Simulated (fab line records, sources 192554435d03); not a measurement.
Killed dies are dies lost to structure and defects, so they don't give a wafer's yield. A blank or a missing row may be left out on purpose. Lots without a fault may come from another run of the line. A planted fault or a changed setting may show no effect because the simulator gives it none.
fab line records | flow n5_finfet
record lots=6 wafers=17 last_day=17
route steps=1938 shown STI_FIN_REVEAL@184 PASSIVATION@1936
lots that met no fault: from a run of the same line without faults
start_h: hours from the record's first day to the start of the lot's first wafer shown | wait_h: hours since the lot's step before | " the same as in the row above | L1.1+2: a row that stands for several wafers | - no value, or no start given | * or withheld: withheld | < > ~ a bound
route shown NAME@n: a module of which the file shows steps, and the number in the route of the first | usual: mean/standard deviation of fault-free wafers | same: alike in all rows | chamber/n: place in a boat | sites: the reading at each site | _std_site: their standard deviation | _edge_site: outer sites' mean less inner sites' | radius_mm: how far each site lies from the wafer's centre | mask NAME#n: copy n | behind: the tool/chamber that last shaped the wafer | hold: why the lot was held/for how many hours/how that ended | device: the transistor (n, p or np) that didn't switch | end of line: the same wafers' tests at the end of the route | a step without rows: its recipe alone | killed: dies lost to structure and defects at the first sort, not the wafer's yield | map: a wafer's dies, x killed, . not, _ none there
set.NAME: the setting as run; set.NAME@STEP: as run at that earlier step | model.NAME: the simulator's own value behind a step, which no gauge read
lots at some steps of the route; a table a step, a row a wafer
services: from which hour (start_h, from the record's first day; less than 0 if before it) a tool's chamber was out of use, for how many hours, and why
## steps
# step N5_STI_FIN_REVEAL_ALD_14
# recipe material=Si3N4 target_thk_a=30 temp_c=400 ald_precursor_family=SiH2I2 ald_co_reactant=N2/H2-plasma pressure_torr=2
# usual heater_power_outer_w=516/46 heater_power_w=824/59
# columns lot.wafer tool chamber start_h wait_h heater_power_outer_w heater_power_w
L315.1 ald_sin-02 2 29.53 0.0 452 779
L315.5 " 0 " " 536 834
L315.6 " 3 " " 457 815
L320.1 ald_sin-03 3 61.24 0.0 525 821
L320.2 " 1 " " 471 743
L320.3 " 2 " " 587 929
L326.4 ald_sin-02 3 94.71 0.0 458 807
L326.5 " 0 " " 542 844
L328.1 ald_sin-03 3 105.78 0.0 521 842
L328.5 " 3 " " 512 854
L328.6 " 0 " " 503 797
L335.1 ald_sin-03 3 148.45 0.0 521 850
L335.2 " 1 " " 475 749
L335.3 " 0 " " 498 787
L337.2 ald_sin-02 0 160.69 0.0 526 833
L337.5 " 1 " " 557 792
L337.6 " 2 " " 465 783
# step N5_STI_FIN_REVEAL_FCVD_FILL_01
# recipe material=SiO2_flowable target_thk_a=3120 temp_c=100 pressure_torr=0.8 rf_w=2000 time_s=512.2
# step N5_STI_FIN_REVEAL_DENSIFY_02
# recipe temp_c=650 ambient=steam time_s=1800 idle_temp_c=400 densification_p_h2o_torr=640
# step N5_STI_FIN_REVEAL_CMP_04
# recipe stop_on=Si3N4 t_overpolish_s=4 down_force_psi=2 platen_rpm=54.18 post_cmp_clean=alkaline_brush pad_velocity_m_s=1.078 target_thk_nm=131.83
# usual motor_current_A=7.8/0.77 overpolish_run_s=4.001/0.0088 slurry_filter_dp_kPa=13.48/0.14 time_to_endpoint_s=105/3.9
# columns lot.wafer tool chamber start_h wait_h motor_current_A overpolish_run_s slurry_filter_dp_kPa time_to_endpoint_s
L315.1 cmp-02 2 34.57 0.0 8.6 3.990 13.53 102
L315.5 " 2 " " 7.9 4.003 13.53 100
L315.6 " 3 " " 7.1 4.011 13.45 98
L320.1 cmp-02 3 66.28 0.0 7.4 4.010 13.66 101
L320.3 " 1 " " 7.0 4.013 13.74 104
L320.2 " 2 " " 8.3 4.001 13.41 102
L326.4 cmp-04 1 99.74 0.0 7.2 4.026 13.45 105
L326.5 " 1 " " 7.1 4.020 13.62 105
L328.1 cmp-03 0 110.95 0.1 7.8 3.996 13.42 105
L328.5 " 1 " " 8.4 4.005 13.52 104
L328.6 " 2 " " 7.5 3.994 13.33 110
L335.2 cmp-03 3 153.73 0.3 8.3 3.989 13.53 106
L335.1 " 0 " " 8.0 3.997 13.44 105
L335.3 " 1 " " 8.8 3.992 13.57 107
L337.2 cmp-04 2 166.05 0.1 10.5 3.998 13.53 108
L337.5 " 1 " " 6.9 4.002 13.46 107
L337.6 " 2 " " 10.4 3.997 13.49 109
# step N5_STI_FIN_REVEAL_THK_MEAS_05
# usual thk_nm=132.2/0.87
# columns lot.wafer tool chamber start_h wait_h thk_nm
L315.1 film_metro-01 - 34.87 - 132.2
L315.5 " - " " 132.1
L315.6 " - " " 131.4
L320.1 film_metro-02 - 66.58 - 134.4
L320.2 " - " " 132.2
L320.3 " - " " 132.5
L326.4 film_metro-02 - 100.04 - 132.2
L326.5 " - " " 131.6
L328.1 film_metro-01 - 111.13 - 132.7
L328.5 " - " " 132.1
L328.6 " - " " 132.0
L335.1 film_metro-01 - 153.99 - 131.8
L335.2 " - " " 131.7
L335.3 " - " " 132.5
L337.2 film_metro-02 - 166.31 - 133.4
L337.5 " - " " 131.6
L337.6 " - " " 132.7
# step N5_STI_FIN_REVEAL_DENSIFY_30
# recipe temp_c=* time_s=* ambient=N2 idle_temp_c=600 ramp_up_c_per_s=150 ramp_down_c_per_s=60 cool_to_c=600
# step N5_STI_FIN_REVEAL_ETCHBACK_08
# recipe chemistry=C4F6/O2 target=SiO2 target_depth_a=305 time_s=10.167 ion_energy_ev=250 pressure_mtorr=30 source_w=345 bias_w=185 Ar_flow_sccm=300 C4F6_flow_sccm=10 O2_flow_sccm=10
# usual chamber_pressure_mTorr=30.000/0.026 drypump_motor_current_A=5.9/0.55 oes_product_au=0.77/0.074 rf_vpp_V=662/5.8 showerhead_plenum_p_Torr=2.83/0.1 throttle_valve_pct=21.26/0.14
# columns lot.wafer tool chamber start_h wait_h chamber_pressure_mTorr drypump_motor_current_A oes_product_au rf_hours_counter_h rf_vpp_V showerhead_plenum_p_Torr throttle_valve_pct
L315.1 rie_diel-01 2 35.51 0.3 29.998 6.8 0.81 103 661 2.88 21.20
L315.5 " 2 " " 30.006 6.8 0.81 - 660 2.88 21.19
L315.6 " 3 " " 29.985 5.4 0.81 - 666 2.88 21.40
L320.1 rie_diel-05 3 66.88 0.2 29.955 6.0 0.71 223 662 2.70 21.49
L320.2 " 0 " " 30.014 6.5 0.86 56 671 3.02 21.08
L320.3 " 1 " " 29.932 6.8 0.72 161 654 2.73 21.18
L326.4 rie_diel-05 1 100.35 0.1 30.029 6.8 0.71 176 653 2.72 21.21
L326.5 " 1 " " 30.012 6.8 0.72 - 654 2.72 21.20
L328.1 rie_diel-01 0 111.52 0.3 29.979 5.2 0.67 246 655 2.80 21.35
L328.5 " 3 " " 30.003 5.4 0.77 - 666 2.86 21.43
L328.6 " 0 " " 29.995 5.2 0.68 - 655 2.80 21.36
L335.1 rie_diel-02 0 154.23 0.2 29.971 6.0 0.68 250 653 2.68 21.16
L335.2 " 2 " " 29.953 5.1 0.96 1 658 2.80 20.95
L335.3 " 3 " " 29.981 5.7 0.74 169 664 2.95 21.28
L337.2 rie_diel-01 0 166.54 0.2 29.982 5.3 0.95 8 656 2.80 20.99
L337.5 " 1 " " 29.974 6.0 0.88 - 665 2.90 21.47
L337.6 " 2 " " 29.973 6.8 0.76 - 660 2.86 21.25
# step N5_STI_FIN_REVEAL_STRIP_24
# recipe chemistry=N2/H2 time_s=90 power_w=100 temp_c=40 pressure_mtorr=100 rf_frequency_hz=6e+07 bias_power_w=3 n2_flow_sccm=300 h2_flow_sccm=300
# step N5_STI_FIN_REVEAL_PRECLEAN_25
# recipe chemistry=SPM time_s=90 temp_c=120 mix=4:1
# step N5_STI_FIN_REVEAL_PRECLEAN_26
# recipe chemistry=SC1 time_s=45 temp_c=46 mix=1:2:100
# step N5_STI_FIN_REVEAL_PRECLEAN_29
# recipe chemistry=DHF time_s=30 temp_c=25 dilution=300:1
# step N5_STI_FIN_REVEAL_SRD_12
# recipe time_s=30 temp_c=23 rinse_liquid=diw dry=ipa_marangoni
# step N5_STI_FIN_REVEAL_RECESS_09
# recipe chemistry=HF/NH3 target=SiO2 afs_cycles=11 target_depth_a=425 temp_c=30 sublimation_temp_c=180 sublimation_time_s=60
# usual drypump_motor_current_A=6.0/0.68
# same afs_cycles=11
# columns lot.wafer tool chamber start_h wait_h drypump_motor_current_A
L315.1 vapor_etch-02 0 35.76 0.0 6.3
L315.5 " 1 37.17 1.4 4.9
L315.6 " 0 " " 6.3
L320.1 vapor_etch-02 0 67.13 0.0 6.4
L320.2 " 1 " " 4.9
L320.3 " 0 " " 6.4
L326.4 vapor_etch-02 1 101.14 0.6 4.9
L326.5 " 1 " " 4.9
L328.1 vapor_etch-02 1 111.78 0.0 4.9
L328.5 " 1 112.84 1.1 4.9
L328.6 " 0 " " 6.4
L335.1 vapor_etch-01 1 154.48 0.0 6.4
L335.2 " 0 " " 6.4
L335.3 " 1 " " 6.5
L337.2 vapor_etch-01 1 166.80 0.0 6.4
L337.5 " 1 167.86 1.1 6.4
L337.6 " 0 " " 6.4
# step N5_STI_FIN_REVEAL_STRIP_16
# recipe chemistry=H3PO4 material=SiNx temp_c=165 target_depth_a=238 overetch_fraction=0.4964 dry=ipa_marangoni
# step N5_STI_FIN_REVEAL_PRECLEAN_17
# recipe chemistry=NF3:NH3 afs_cycles=1 temp_c=30 time_s=20 sublimation_temp_c=180 sublimation_time_s=60 pressure_torr=3 rf_power_w=30
# step N5_STI_FIN_REVEAL_ETCH_34
# recipe chemistry=H2 mode=isotropic material=Si target=Si target_depth_a=9.7 temp_c=20 pressure_mtorr=4.5 icp_w=300 bias_w=0 h2_flow_sccm=7.5 he_flow_sccm=142.5
# usual chamber_pressure_mTorr=4.500/0.0039 drypump_motor_current_A=5.7/0.61 he_flow_sccm=142.5/0.43 oes_product_au=0.998/0.019 throttle_valve_pct=25.72/0.2
# columns lot.wafer tool chamber start_h wait_h chamber_pressure_mTorr drypump_motor_current_A he_flow_sccm oes_product_au rf_hours_counter_h throttle_valve_pct
L315.1 rie_si-06 2 38.39 0.2 4.496 6.1 142.6 1.001 103 25.54
L315.5 " 1 " " 4.503 5.6 143.0 0.978 - 25.75
L315.6 " 0 " " 4.497 6.0 142.0 0.978 - 25.55
L320.1 rie_si-01 2 69.23 0.2 4.496 5.0 142.6 0.984 33 25.85
L320.2 " 1 " " 4.498 5.6 142.8 1.026 196 25.59
L320.3 " 3 " " 4.502 5.8 142.0 0.967 114 25.38
L326.4 rie_si-01 3 102.72 0.1 4.498 5.8 142.6 0.962 115 25.36
L326.5 " 3 " " 4.504 5.7 143.0 0.971 - 25.37
L328.1 rie_si-01 3 113.87 0.2 4.497 5.7 143.1 0.961 115 25.36
L328.5 " 1 " " 4.501 5.6 142.4 1.031 - 25.58
L328.6 " 0 " " 4.501 4.6 142.8 1.020 - 25.93
L335.1 rie_si-06 3 156.85 0.2 4.502 6.0 142.9 0.993 60 25.33
L335.2 " 2 " " 4.503 6.1 142.2 1.016 105 25.55
L335.3 " 1 " " 4.505 5.6 143.2 0.975 125 25.74
L337.2 rie_si-01 2 168.89 0.1 4.501 5.0 142.1 0.997 35 25.85
L337.5 " 3 " " 4.499 5.8 143.3 0.963 - 25.36
L337.6 " 2 " " 4.501 5.0 141.4 0.995 - 25.85
# step N5_STI_FIN_REVEAL_OXIDATION_31
# recipe chemistry=O2_PLASMA_REMOTE temp_c=150 time_s=20 pressure_mtorr=1000 source_power_w=2000 o2_flow_sccm=3000
# usual chamber_pressure_mTorr=1000.0/0.92 drypump_motor_current_A=5.75/0.18 heater_power_w=157/11
# columns lot.wafer tool chamber start_h wait_h chamber_pressure_mTorr drypump_motor_current_A heater_power_w rf_hours_counter_h
L315.1 plasma_asher-01 0 38.45 0.0 999.3 5.42 168 29
L315.5 " 1 " " 999.8 5.83 172 -
L315.6 " 0 " " 999.9 5.42 163 -
L320.1 plasma_asher-02 1 69.29 0.0 999.8 5.74 157 83
L320.2 " 0 " " 1000.5 5.94 144 83
L320.3 " 0 " " 1000.1 5.95 144 -
L326.4 plasma_asher-02 0 102.81 0.1 1002.1 5.92 141 -
L326.5 " 0 " " 999.3 5.97 140 -
L328.1 plasma_asher-01 1 113.93 0.0 999.8 5.82 174 44
L328.5 " 0 " " 1001.2 5.41 162 -
L328.6 " 1 " " 1000.0 5.84 176 -
L335.1 plasma_asher-02 0 156.93 0.1 999.4 5.97 137 101
L335.2 " 1 " " 999.7 5.71 158 101
L335.3 " 1 " " 1000.1 5.69 159 -
L337.2 plasma_asher-02 1 168.95 0.0 999.6 5.72 161 103
L337.5 " 1 " " 1000.0 5.70 157 -
L337.6 " 0 " " 998.5 5.94 142 -
# step N5_STI_FIN_REVEAL_PRECLEAN_32
# recipe chemistry=NF3:NH3 afs_cycles=1 temp_c=30 time_s=20 sublimation_temp_c=180 sublimation_time_s=60 pressure_torr=3 rf_power_w=30
# step N5_STI_FIN_REVEAL_STRIP_35
# recipe chemistry=H3PO4 material=Si3N4 temp_c=165 target_depth_a=40 time_s=39
# step N5_STI_FIN_REVEAL_SRD_21
# recipe dry=ipa_marangoni time_s=30 temp_c=23 rinse_liquid=diw
# step N5_STI_FIN_REVEAL_OXIDATION_33
# recipe chemistry=O2_PLASMA_REMOTE temp_c=150 time_s=20 pressure_mtorr=1000 source_power_w=2000 o2_flow_sccm=3000
# step N5_STI_FIN_REVEAL_CLEAN_19
# recipe chemistry=O3/DIW temp_c=25 time_s=120 o3_ppm=10
# step N5_STI_FIN_REVEAL_SRD_23
# recipe dry=ipa_marangoni time_s=30 temp_c=23 rinse_liquid=diw
# step N5_STI_FIN_REVEAL_CD_MEAS_22
# recipe target_cd_nm=6.238 pitch_nm=28 polarity=line
# usual cd_nm=6.26/0.24
# columns lot.wafer tool chamber start_h wait_h cd_nm
L315.1 cd_sem-01 - 38.96 0.0 6.50
L315.5 " - " " 6.24
L315.6 " - " " 6.23
L320.1 cd_sem-02 - 69.80 0.0 6.41
L320.2 " - " " 6.84
L320.3 " - " " 6.44
L326.4 cd_sem-03 - 103.30 0.0 6.02
L326.5 " - " " 6.42
L328.1 cd_sem-02 - 114.45 0.0 6.34
L328.5 " - " " 6.66
L328.6 " - " " 6.51
L335.1 cd_sem-01 - 157.45 0.0 5.70
L335.2 " - " " 6.35
L335.3 " - " " 6.11
L337.2 cd_sem-03 - 169.47 0.0 6.06
L337.5 " - " " 6.44
L337.6 " - " " 6.61
# step N5_STI_FIN_REVEAL_FIN_H_MEAS_10
# usual trench_depth_nm=51.7/0.58
# columns lot.wafer tool chamber start_h wait_h trench_depth_nm
L315.1 ocd-02 - 38.99 0.0 52.7
L315.5 " - " " 53.0
L315.6 " - " " 51.3
L320.1 ocd-02 - 69.83 0.0 52.7
L320.2 " - " " 52.3
L320.3 " - " " 51.6
L326.4 ocd-01 - 103.34 0.0 50.9
L326.5 " - " " 48.9
L328.1 ocd-01 - 114.48 0.0 51.6
L328.5 " - " " 48.7
L328.6 " - " " 51.2
L335.1 ocd-02 - 157.48 0.0 50.7
L335.2 " - " " 51.6
L335.3 " - " " 51.4
L337.2 ocd-01 - 169.50 0.0 52.5
L337.5 " - " " 53.1
L337.6 " - " " 52.2
# step N5_STI_FIN_REVEAL_PRECLEAN_18
# recipe chemistry=SC2 time_s=45 temp_c=35 mix=1:1:50
# step N5_PASSIVATION_PROBE_49
# usual killed_at_M0_to_M3=30/8.7 killed_at_M4_up=14/5.4 killed_at_contacts=11/6.4 killed_at_front_end=40/12 killed_at_other=3/3.1 killed_dies=99/17 killed_open=64/12 killed_short=33/8.1
# same gross_dies=1180 killed_at_back_side=0
# columns lot.wafer tool chamber start_h wait_h killed_at_M0_to_M3 killed_at_M4_up killed_at_contacts killed_at_front_end killed_at_other killed_dies killed_open killed_short
L315.1 prober-02 - 262.67 0.0 21 9 10 33 1 74 47 26
L315.5 prober-02 - 262.87 0.2 26 9 22 31 1 89 59 27
L315.6 prober-02 - 262.92 0.3 37 4 6 53 4 104 68 36
L326.4 prober-02 - 339.65 0.2 17 8 22 37 1 85 43 41
L326.5 prober-02 - 339.70 0.2 32 8 12 52 2 106 63 43
L335.1 prober-01 - 406.33 0.0 30 22 7 28 4 91 63 25
L335.2 prober-01 - 406.38 0.1 27 10 11 41 4 93 60 26
L335.3 prober-01 - 406.43 0.1 30 15 10 28 8 91 53 35
# killed by level:class
L315.1 MOL_CONTACT_COAG:geometric_particle:open=9 BEOL_M3:geometric_particle:open=6 FIN_SAQP:geometric_particle:open=5 GATE_CUT:geometric_particle:short=5 FIN_SAQP:geometric_particle:short=4 STI_FIN_REVEAL:geometric_particle:open=4 DUMMY_GATE:geometric_particle:open=4 BEOL_M5:geometric_particle:open=4
L315.5 MOL_CONTACT_COAG:geometric_particle:open=14 MOL_CONTACT_COAG:geometric_particle:short=8 FIN_SAQP:geometric_particle:open=7 BEOL_M3:geometric_particle:open=7 FIN_SAQP:geometric_particle:short=6 STI_FIN_REVEAL:geometric_particle:open=5 BEOL_M2:geometric_particle:open=5 BEOL_M1:geometric_particle:open=5
L315.6 STI_FIN_REVEAL:geometric_particle:open=15 BEOL_M3:geometric_particle:open=11 FIN_SAQP:geometric_particle:open=9 BEOL_M0_SAQP:geometric_particle:short=9 BEOL_M0_SAQP:geometric_particle:open=9 FIN_SAQP:geometric_particle:short=8 DUMMY_GATE:geometric_particle:open=5 GATE_CUT:geometric_particle:short=3
L326.4 MOL_CONTACT_COAG:geometric_particle:open=14 FIN_SAQP:geometric_particle:short=11 MOL_CONTACT_COAG:geometric_particle:short=8 STARTING-WAFER:geometric_particle:open=6 FIN_SAQP:geometric_particle:open=5 GATE_CUT:geometric_particle:short=5 BEOL_M0_SAQP:geometric_particle:short=5 BEOL_M3:geometric_particle:open=5
L326.5 STI_FIN_REVEAL:geometric_particle:open=15 FIN_SAQP:geometric_particle:short=14 BEOL_M0_SAQP:geometric_particle:short=9 MOL_CONTACT_COAG:geometric_particle:open=8 BEOL_M1:geometric_particle:open=7 BEOL_M0_SAQP:geometric_particle:open=6 FIN_SAQP:geometric_particle:open=5 BEOL_M2:geometric_particle:open=5
L335.1 BEOL_M4:geometric_particle:open=10 BEOL_M0_SAQP:geometric_particle:open=9 FIN_SAQP:geometric_particle:open=7 FIN_SAQP:geometric_particle:short=7 BEOL_M0_SAQP:geometric_particle:short=7 BEOL_M6:geometric_particle:open=6 GATE_CUT:geometric_particle:short=5 MOL_CONTACT_COAG:geometric_particle:open=5
L335.2 FIN_SAQP:geometric_particle:open=11 MOL_CONTACT_COAG:geometric_particle:open=10 FIN_SAQP:geometric_particle:short=9 BEOL_M0_SAQP:geometric_particle:open=7 BEOL_M2:geometric_particle:open=6 BEOL_M3:geometric_particle:open=5 BEOL_M4:geometric_particle:open=5 BEOL_M1:geometric_particle:open=4
L335.3 MOL_CONTACT_COAG:geometric_particle:open=8 STI_FIN_REVEAL:geometric_particle:open=7 BEOL_M0_SAQP:geometric_particle:short=7 BEOL_M3:geometric_particle:open=7 BEOL_M0_SAQP:geometric_particle:open=5 FIN_SAQP:geometric_particle:short=4 GATE_CUT:geometric_particle:short=4 BEOL_M1:geometric_particle:open=4
## services
# columns tool chamber start_h hours kind
rie_si-01 3 9.86 3.0 repair
cmp-03 - 14.79 10.7 repair
ald_sin-03 3 14.81 7.8 repair
cmp-02 - 15.42 4.9 pm
ald_sin-03 2 21.14 18.6 repair
rie_si-01 - 35.54 0.6 repair
rie_si-06 3 36.94 0.9 repair
rie_diel-01 - 47.26 0.4 repair
ald_sin-03 0 47.56 14.4 repair
rie_diel-05 2 47.66 10.7 repair
vapor_etch-02 1 51.96 6.6 repair
rie_diel-01 3 56.28 2.0 repair
ald_sin-02 2 57.17 6.6 repair
cmp-02 - 60.93 0.7 repair
ald_sin-02 - 76.45 0.5 repair
cmp-02 - 81.57 5.6 pm
rie_diel-01 2 88.70 4.5 repair
ald_sin-02 0 95.58 5.3 repair
rie_diel-01 0 112.90 5.7 repair
ald_sin-03 - 123.39 2.8 pm
cmp-02 - 138.89 0.2 repair
rie_si-06 - 142.60 10.0 pm
cmp-03 - 163.69 0.4 repair
cmp-03 - 166.09 4.0 pm
## key
first_sign step=N5_STI_FIN_REVEAL_FIN_H_MEAS_10 reading=trench_depth_nm direction=down sigmas=4.9 usual=51.7 struck=48.8
effect none on later readings
met_at N5_STI_FIN_REVEAL_RECESS_09
struck_wafers L326.5,L328.5
tester_left_out L326,L328
onset_between 67.13 101.14
fault kind=process_parameter_drift tool=vapor_etch-02 chamber=- onset_h=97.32 steps=N5_STI_FIN_REVEAL_RECESS_09 channel=target_depth_a offset=-24.32 shape=step end_h=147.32 scope=struck_wafers_only acts_in=these_recipes_only stated=425
# tester_left_out: of these lots the tester's yield and bins aren't shown, on N5 and GAA mostly nor the transistor test; their killed dies are dies lost to structure and defects alone, not to doping, threshold or leakage, so they don't give the yield
